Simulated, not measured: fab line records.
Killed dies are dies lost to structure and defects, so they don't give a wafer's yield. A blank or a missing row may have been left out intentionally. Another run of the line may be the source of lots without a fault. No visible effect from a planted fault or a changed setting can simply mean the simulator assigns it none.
Chamber matching | flow nand-harc | 4 sister chambers for NHARC_A_CONTACT_CMP_20 on cmp-03
The step polishes, t overpolish 30 s, target thk 300 nm. 7 wafers are shown with their chamber, then 7 later ones without.

## EACH WAFER AND ITS CHAMBER
wafer  | chamber | motor-current-A (A) | time-to-endpoint-s (s)
L543.5 | 2       | 11.0                | 53
L542.4 | 0       | 12.6                | 61
L542.5 | 3       | 13.5                | 59
L542.6 | 0       | 12.9                | 60
L553.6 | 1       | 12.3                | 59
L558.1 | 3       | 14.0                | 61
L558.5 | 1       | 12.4                | 62

## WAFERS WITHOUT THEIR CHAMBER
wafer  | motor-current-A (A) | time-to-endpoint-s (s)
L558.6 | 12.6                | 60
L559.2 | 13.0                | 59
L559.3 | 12.4                | 60
L559.5 | 11.0                | 54
L560.3 | 12.2                | 61
L560.4 | 11.2                | 55
L560.5 | 12.4                | 60

## THE CHAMBER EACH PASSED THROUGH
wafer  | from the rows above          | in truth
L558.6 | can't be placed: 0 or 1      | 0
L559.2 | can't be placed: 0 or 1 or 3 | 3
L559.3 | can't be placed: 1 or 0      | 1
L559.5 | 2                            | 2
L560.3 | can't be placed: 1 or 0      | 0
L560.4 | 2                            | 2
L560.5 | can't be placed: 1 or 0      | 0
Correct placement for 2 of the 7. These rows do not allow placing 5 (true chamber among the candidates in 5). Number placed wrongly: 0.
How it was worked out, from the rows above alone: a wafer's distance from a chamber is the root of the sum, over the readings, of the square of ((its reading less the chamber's mean) divided by the reading's scatter). The wafer belongs to the nearest chamber; if the next one is less than 2 further off, it can't be placed. A chamber's mean is the mean of its shown wafers. How the scatter is found: for the shown wafers, subtract from each reading the mean of its chamber, square and add these, divide the total by (wafers less chambers), then take the root.
